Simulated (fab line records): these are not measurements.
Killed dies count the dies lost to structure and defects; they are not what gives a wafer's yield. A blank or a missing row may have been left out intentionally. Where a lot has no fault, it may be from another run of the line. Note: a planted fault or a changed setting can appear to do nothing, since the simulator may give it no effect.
Matching of chambers ; flow n5 finfet ; cmp-01 running N5_MOL_CONTACT_COAG_CMP_23: 4 sister chambers
The step polishes, stops on SiO2, t overpolish 1.5 s, target thk 0 nm. 8 wafers are shown with their chamber, then 9 later ones without.

== WAFERS PAIRED WITH THEIR CHAMBERS ==
wafer;chamber;time to endpoint s (s);motor current A (A)
L085.2;3;7.7;7.8
L085.5;2;8.2;7.4
L087.5;0;12.8;8.1
L090.5;0;14.9;8.0
L090.6;1;10.8;8.3
L091.1;1;7.6;8.1
L091.2;2;8.7;7.5
L091.6;3;7.8;7.2

== WAFERS WHOSE CHAMBER IS MISSING ==
wafer;time to endpoint s (s);motor current A (A)
L093.2;6.8;7.7
L093.4;8.6;8.0
L093.5;6.8;8.5
L095.2;9.5;7.9
L095.3;9.0;7.9
L095.5;10.5;8.0
L096.2;14.8;7.7
L096.4;12.3;7.8
L096.5;12.0;7.5

== THE CHAMBER EACH PASSED THROUGH ==
wafer;from the rows above;in truth
L093.2;can't be placed: 3 or 2 or 1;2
L093.4;can't be placed: 1 or 3 or 2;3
L093.5;1;1
L095.2;can't be placed: 1 or 2 or 3 or 0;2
L095.3;can't be placed: 1 or 3 or 2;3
L095.5;can't be placed: 1 or 0 or 2 or 3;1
L096.2;0;0
L096.4;can't be placed: 0 or 1 or 2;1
L096.5;can't be placed: 2 or 0 or 3 or 1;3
Correct placement for 2 of the 9. From these rows, 7 cannot be placed; in 7 the true chamber is one of the candidates. Wrongly placed: 0.
How it was worked out, from the rows above alone: a wafer's distance from a chamber is the root of the sum, over the readings, of the square of ((its reading less the chamber's mean) divided by the reading's scatter). If the next closest chamber is less than 2 further off than the closest, the wafer can't be placed; otherwise it belongs to the closest. For every chamber, the mean is computed from those of its wafers that are shown. How the scatter is found: for the shown wafers, subtract from each reading the mean of its chamber, square and add these, divide the total by (wafers less chambers), then take the root.
